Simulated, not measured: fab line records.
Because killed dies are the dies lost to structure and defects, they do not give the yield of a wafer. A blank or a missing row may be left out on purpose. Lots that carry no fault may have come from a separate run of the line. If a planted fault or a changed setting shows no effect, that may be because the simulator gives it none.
Split-lot trial | flow n5-finfet | route with 1938 steps; 7 lots, 21 wafers read

== THE SPLIT ITSELF ==
At N5_BEOL_M2_DESCUM_16 (chemistry O2, time 7 s), the setting time-s was moved away from the recipe's 7 s on 7 of the 21 wafers read, by -10.4% to +19.0%. This setting was run at the recipe's value on the other wafers.

Reading taken at the split's own step.

== THE READING ==
CAR-EUV_of_BEOL_M2_COAT_05.thk-nm (the simulator's own value, which no gauge read), in nm, at N5_BEOL_M2_DESCUM_16 (chemistry O2, time 7 s). No usual value for it is given in the file. Across the 14 wafers here that went through the recipe, the average is 26.2 nm and the standard deviation 0.07 nm.

wafer  | tool, chamber at the split | time-s as run, s | against the recipe | CAR-EUV_of_BEOL_M2_COAT_05.thk-nm, nm | against lot-mates on the recipe
L077.2 | rie-diel-05, 0             | 7                | recipe             | 26.2                                  | -
L077.3 | rie-diel-05, 2             | 7                | recipe             | 26                                    | -
L077.4 | rie-diel-05, 3             | 6.275            | -10.4%             | 26.4                                  | +0.3
L080.2 | rie-diel-03, 1,3,3         | 7                | recipe             | 26.2                                  | -
L080.4 | rie-diel-03, 1,3,3         | 7                | recipe             | 26.2                                  | -
L080.5 | rie-diel-03, 1,3,3         | 7                | recipe             | 26.2                                  | -
L085.2 | rie-diel-03, 0,1,1         | 7                | recipe             | 26.2                                  | -
L085.4 | rie-diel-03, 0,1,1         | 7                | recipe             | 26.2                                  | -
L085.5 | rie-diel-03, 0,1,1         | 7                | recipe             | 26.2                                  | -
L084.1 | rie-diel-05, 2,3           | 6.303            | -10.0%             | 26.4                                  | +0.4
L084.4 | rie-diel-05, 2,3           | 6.303            | -10.0%             | 26.4                                  | +0.4
L084.2 | rie-diel-05, 0             | 7                | recipe             | 26                                    | -
L087.2 | rie-diel-05, 1             | 7.735            | +10.5%             | 25.8                                  | -0.4
L087.5 | rie-diel-05, 1             | 7.735            | +10.5%             | 25.8                                  | -0.4
L087.3 | rie-diel-05, 3             | 7                | recipe             | 26.2                                  | -
L091.1 | rie-diel-05, 2,3           | 8.327            | +19.0%             | 25.4                                  | -0.8
L091.6 | rie-diel-05, 2,3           | 8.327            | +19.0%             | 25.4                                  | -0.8
L091.4 | rie-diel-05, 2             | 7                | recipe             | 26.2                                  | -
L090.2 | rie-diel-04, 1,2,1         | 7                | recipe             | 26.2                                  | -
L090.3 | rie-diel-04, 1,2,1         | 7                | recipe             | 26.2                                  | -
L090.5 | rie-diel-04, 1,2,1         | 7                | recipe             | 26.2                                  | -
When a row names more than one chamber, that row covers several wafers, and the file does not tell which wafer ran in which chamber.

FIT RESULTS
A straight line over all 21 wafers: CAR-EUV_of_BEOL_M2_COAT_05.thk-nm changes by -0.0347 nm for each +1% of time-s; r = -0.96; the points scatter about the line by 0.08 nm.
The same after taking each lot's own level away (the mean of its wafers on the recipe; 21 wafers): -0.0398 nm for each +1%; r = -0.99; scatter 0.044 nm.
On that fit, the largest move of time-s shifts the reading by 0.76 nm.
The lots' own levels span 26.00 to 26.20 nm, that is 2.9 times the standard deviation above.
So the lot-to-lot level changes the slope: the two fits differ.
Check: with one of the wafers moved furthest among these (+19.0%) left out of the fit, the line predicts -0.746 nm for it against its lot-mates. It came out at -0.8 nm against them.

== THE FILE'S OWN FIT ==
CAR-EUV_of_BEOL_M2_COAT_05.thk-nm changes by -0.0391 nm for each +1% of time-s, r = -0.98.
